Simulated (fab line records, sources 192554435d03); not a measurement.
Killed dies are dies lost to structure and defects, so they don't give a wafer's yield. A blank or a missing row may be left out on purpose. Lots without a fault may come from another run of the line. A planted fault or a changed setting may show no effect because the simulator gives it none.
Chamber matching | flow n5_finfet | N5_MOL_CONTACT_COAG_ETCH_47 on rie_diel-03: 4 sister chambers
The step etches SiNx in CH3F/O2, stops on W, target depth 27 nm. 8 wafers are shown with their chamber, then 10 later ones without.

WAFERS WITH THEIR CHAMBER
wafer  | chamber | showerhead_plenum_p_Torr (Torr) | throttle_valve_pct (%)
L084.1 | 0       | 1.89                            | 16.53
L085.4 | 3       | 2.11                            | 15.99
L085.6 | 2       | 1.99                            | 16.40
L086.3 | 2       | 1.99                            | 16.42
L086.4 | 0       | 1.88                            | 16.56
L086.5 | 1       | 2.05                            | 16.61
L090.1 | 3       | 2.11                            | 16.02
L090.3 | 1       | 2.04                            | 16.63

WAFERS WITHOUT THEIR CHAMBER
wafer  | showerhead_plenum_p_Torr (Torr) | throttle_valve_pct (%)
L090.6 | 2.04                            | 16.66
L092.2 | 1.88                            | 16.57
L092.4 | 2.04                            | 16.65
L092.6 | 1.88                            | 16.59
L095.2 | 2.04                            | 16.67
L095.5 | 2.10                            | 16.05
L095.6 | 1.98                            | 16.42
L096.1 | 1.98                            | 16.47
L096.4 | 2.10                            | 16.05
L096.5 | 2.04                            | 16.65

WHICH CHAMBER EACH WENT THROUGH
wafer  | from the rows above | in truth
L090.6 | 1                   | 1
L092.2 | 0                   | 0
L092.4 | 1                   | 1
L092.6 | 0                   | 0
L095.2 | 1                   | 1
L095.5 | 3                   | 3
L095.6 | 2                   | 2
L096.1 | 2                   | 2
L096.4 | 3                   | 3
L096.5 | 1                   | 1
Placed correctly: 10 of 10. Can't be placed from these rows: 0. Placed wrongly: 0.
How it was worked out, from the rows above alone: a wafer's distance from a chamber is the root of the sum, over the readings, of the square of ((its reading less the chamber's mean) divided by the reading's scatter). The wafer belongs to the nearest chamber; if the next one is less than 2 further off, it can't be placed. A chamber's mean is the mean of its shown wafers. The scatter: the root of (the sum of the squares of (reading less its chamber's mean) over the shown wafers, divided by (wafers less chambers)).
